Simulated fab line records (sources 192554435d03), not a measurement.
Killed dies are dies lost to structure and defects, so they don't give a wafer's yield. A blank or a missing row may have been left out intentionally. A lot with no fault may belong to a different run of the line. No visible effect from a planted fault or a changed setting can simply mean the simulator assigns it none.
A struck lot beside a sound one | flow n5 finfet | 15 steps out of a route of 1938
Sound: wafers L671.1, L671.4, L671.6. The struck wafers were L660.2, L660.5, L660.6. The cause is given at the end.
At each step with rows: each side's tool, then ch and its chambers, then its first start. Under that, the readings that differ: sound wafers | struck wafers | difference of the means | sigmas: that difference in standard deviations of wafers without a fault.
alike: words and numbers the same on both sides, and readings whose means are apart by under 2 such deviations; not compared: readings that were withheld, readings missing a value for some wafer, numbers with overlapping values and no deviation given by the record, and bounds like >300 which may hide the same value.
The two part at a step that has a row with sigmas, a row that says differs or no value, or rows on one side only. Numbers that have no deviation but don't overlap get no sigmas and don't part them. A reading that every wafer of one side lacks parts them only if that side has two wafers or more.

first, 10 steps without rows for these wafers: N5_HKMG_FIN_DESCUM_17 (chemistry O2, time 7.9 s); N5_HKMG_FIN_ETCH_31 (etches SiARC in CF4, target depth 45.5 nm, time 75.8 s); N5_HKMG_FIN_ETCH_32 (etches SOC in N2/H2, target depth 240 nm, time 300 s); N5_HKMG_FIN_STRIP_33 (strips in N2/H2); N5_HKMG_FIN_STRIP_34 (strips in CF4); N5_HKMG_FIN_ETCH_35 (etches SOC in N2/H2, target depth 215.8 nm, time 243.4 s); N5_HKMG_FIN_STRIP_92 (strips SOC in N2/H2, time 20 s); N5_HKMG_FIN_WET_ETCH_18 (etches TiN in SC1, time 55 s, target depth 5.2 nm, rinse time 30 s); N5_HKMG_FIN_STRIP_19 (strips in N2/H2, time 360 s); N5_HKMG_FIN_ALD_91 (deposits TiN, target thk 1 nm, pulse time 1 s, purge time 3 s).
N5_HKMG_FIN_COAT_85: time 60 s, resist thk 300 nm.
  sound on litho track-04 ch 0, day 9 22:16; struck on litho track-04 ch 0, day 7 06:58
  reading                                   | sound                | struck               | difference | sigmas
  spin speed rpm (rpm)                      | 1501.7 1500.8 1502.1 | 1785.1 1783.8 1784.8 | +283.0     | +99 or more
  model.SOC_of_HKMG_FIN_COAT_85.thk nm (nm) | 301 300 301.8        | 276.8 276.2 276.4    | -24.5      |
N5_HKMG_FIN_ETCH_86: etches SOC in N2/H2, stops on TiN, target depth 393.2 nm.
  sound on rie diel-05 ch 0,3, day 9 22:22; struck on rie diel-05 ch 2,3, day 7 07:02
  alike: drypump motor current A, h2 flow sccm, oes product au, rf vpp V, showerhead plenum p Torr, throttle valve pct
  not compared: rf hours counter h, model.TiN_of_HKMG_FIN_ALD_91.thk nm
then, 1 step without rows for these wafers: N5_HKMG_FIN_STRIP_89 (strips SOC in N2/H2, time 20 s).
-- the record jumps here: 4 days lie between the struck wafers' starts before and after (it left off in module HKMG_FIN and takes up again in module BEOL_M4, whose first step shown is number 1111 of the route) --
N5_BEOL_M4_RC_MEAS_101:
  sound on prober-01 ch 0, day 14 07:25; struck on prober-01 ch 0, day 11 09:45
  alike: DIBL_N, DIBL_P, IOFF_N, IOFF_P, ION_N, ION_P, SS_N, SS_P, VT_N, VT_P
-- the record jumps here: 5 days lie between the struck wafers' starts before and after (it left off in module BEOL_M4 and takes up again in module PASSIVATION, whose first step shown is number 1936 of the route) --
N5_PASSIVATION_PROBE_49:
  rows exist in the record for the struck wafers here (prober-02, day 16 10:38), but not for the sound ones

## WHERE THEY PART
First at N5_HKMG_FIN_COAT_85; last, within this record, at N5_PASSIVATION_PROBE_49.

WHY: what had been put in by the simulator
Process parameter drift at N5_HKMG_FIN_COAT_85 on litho track-04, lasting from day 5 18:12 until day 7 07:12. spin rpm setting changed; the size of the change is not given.
